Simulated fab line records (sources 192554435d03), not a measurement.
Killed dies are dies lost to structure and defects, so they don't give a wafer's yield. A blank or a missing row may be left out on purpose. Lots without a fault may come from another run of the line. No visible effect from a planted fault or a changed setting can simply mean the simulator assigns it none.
Problem report, 8D (eight disciplines) form, completed by code -- flow n5-finfet -- the parts of the form that need people (team, actions taken, sign-off) are left out

== 1. WHAT WENT WRONG ==
Wafers without a fault read 193, standard deviation 41; raw-defect-count at N5_SD_EPI_P_INSPECT_26 reads a mean of 1578 on 3 wafers belonging to 2 lots. Relative to the usual mean, that is a shift of +34 standard deviations.
The step: inspects for defects (darkfield).
First observed at day 6 15:07: wafer L774.4, on defect-inspect-01. At this step, 12 wafers from 4 lots have a number in the record. Rule for "out" (also "out of limits"): further than 4 standard deviations from the usual mean. The rest of the wafers with a number are treated as sound.

== 2. WHAT IT IS AND WHAT IT IS NOT ==
question,is,is not
which readings at this step,raw-defect-count,-
which lots,"L774, L775","L764, L783"
which wafers of those lots,"L774.4, L774.6, L775.3","L774.5, L775.2, L775.6"
read on which gauges,"defect-inspect-01, defect-inspect-02",-
when,from day 6 15:07,"up to then (4 sound wafers); but 5 sound wafers of L775, L783 came after"

== 3. SUSPECTS, AND WHAT RULES EACH OUT ==
Counting: if a tool at a process step up to the reading ran every lot that is out, it stays a suspect. Sound lots after the first of them don't rule it out here, since some wafers of a struck lot are sound.
- the gauge at N5_SD_EPI_P_INSPECT_26 has been ruled out. Those wafers that are out were read across 2 gauges (defect-inspect-01, defect-inspect-02).
- rie-si-05 at N5_SD_EPI_P_SD_RECESS_17 (chemistry HBr/Cl2/O2, target depth 39.1 nm, bt time 3 s): kept. Ran every lot that is out, first one L774 (day 6 11:14); last sound lot up to then L764 (day 4 03:55).
- Within rie-si-05 at N5_SD_EPI_P_SD_RECESS_17: the wafers that are out ran in chamber 0; their sound lot-mates ran in chamber 1.
The count leaves rie-si-05 at N5_SD_EPI_P_SD_RECESS_17.

== 4. THE CAUSE (what the simulator had put in) ==
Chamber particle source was rie-si-05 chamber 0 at N5_SD_EPI_P_SD_RECESS_17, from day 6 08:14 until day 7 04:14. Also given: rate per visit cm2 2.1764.
After counting, this tool was the only one left.

== 5. THE EFFECT CHAIN, in route order ==
Rows list readings where the struck wafers' mean (over those with a number) sits beyond 3 standard deviations from the usual. Scope: only readings with a usual standard deviation given in the record; hours: median across lots of the time from each lot's start at the first step in this table that gives one to its start at this step; sigmas: change in usual standard deviations.
hours,step,reading,usual,on struck wafers,change,sigmas
0,N5_SD_EPI_P_INSPECT_26,raw-defect-count,193,1578,+1385,+34
215,N5_PASSIVATION_PROBE_49,killed-at-front-end,38,115,+77,+7.0
215,N5_PASSIVATION_PROBE_49,killed-dies,103,166,+63,+3.7
215,N5_PASSIVATION_PROBE_49,killed-on-rim,13,26,+13,+3.2
Its process steps:
- N5_PASSIVATION_PROBE_49

== 6. WHAT WOULD HAVE CAUGHT IT SOONER ==
In this record the first reading out of limits at a measuring or inspecting step was taken at day 6 15:07, 7 hours after the fault began at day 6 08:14.
Of the tool readings at N5_SD_EPI_P_SD_RECESS_17 for which the record gives a usual standard deviation, none was out on any struck wafer, so an alarm limit of 4 standard deviations on them would not have fired.
L775, from the lots that are out (2), started N5_SD_EPI_P_SD_RECESS_17 on rie-si-05 later than day 6 15:07. A hold on the tool at that time would have spared it.
